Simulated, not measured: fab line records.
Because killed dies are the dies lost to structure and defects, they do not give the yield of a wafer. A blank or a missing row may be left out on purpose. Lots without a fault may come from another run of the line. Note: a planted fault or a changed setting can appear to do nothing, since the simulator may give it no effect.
Chamber matching :: flow nand-harc :: NHARC_P_GATE_STRIP_101 on rie-diel-03 has 4 sister chambers
The step strips in O2, time 20 s. 4 wafers are shown with their chamber, then 10 later ones without.

WAFERS, EACH WITH ITS CHAMBER
wafer: L083.1
chamber: 3
showerhead-plenum-p-Torr (Torr): 3.29

wafer: L083.2
chamber: 2
showerhead-plenum-p-Torr (Torr): 3.75

wafer: L083.3
chamber: 1
showerhead-plenum-p-Torr (Torr): 3.33

wafer: L083.5
chamber: 0
showerhead-plenum-p-Torr (Torr): 3.55

WAFERS WITH NO CHAMBER GIVEN
wafer: L083.6
showerhead-plenum-p-Torr (Torr): 3.33

wafer: L084.2
showerhead-plenum-p-Torr (Torr): 3.75

wafer: L084.3
showerhead-plenum-p-Torr (Torr): 3.32

wafer: L084.4
showerhead-plenum-p-Torr (Torr): 3.29

wafer: L085.1
showerhead-plenum-p-Torr (Torr): 3.55

wafer: L085.3
showerhead-plenum-p-Torr (Torr): 3.29

wafer: L085.4
showerhead-plenum-p-Torr (Torr): 3.32

wafer: L090.2
showerhead-plenum-p-Torr (Torr): 3.74

wafer: L090.5
showerhead-plenum-p-Torr (Torr): 3.55

wafer: L090.6
showerhead-plenum-p-Torr (Torr): 3.32

WHICH CHAMBER EACH ONE RAN IN
wafer: L083.6
from the rows above: 1
in truth: 1

wafer: L084.2
from the rows above: 2
in truth: 2

wafer: L084.3
from the rows above: 1
in truth: 1

wafer: L084.4
from the rows above: 3
in truth: 3

wafer: L085.1
from the rows above: 0
in truth: 0

wafer: L085.3
from the rows above: 3
in truth: 3

wafer: L085.4
from the rows above: 1
in truth: 1

wafer: L090.2
from the rows above: 2
in truth: 2

wafer: L090.5
from the rows above: 0
in truth: 0

wafer: L090.6
from the rows above: 1
in truth: 1
Correctly placed: 10 of 10. Left unplaced by these rows: 0. Placed wrongly: 0.
How it was worked out, from the rows above alone: a wafer's distance from a chamber is the root of the sum, over the readings, of the square of ((its reading less the chamber's mean) divided by the reading's scatter). The wafer belongs to the nearest chamber; if the next one is less than 2 further off, it can't be placed. The mean given for a chamber averages the wafers shown for that chamber. The scatter: root of mean squared gap, hidden wafer to nearest shown wafer, with one shown wafer a chamber.
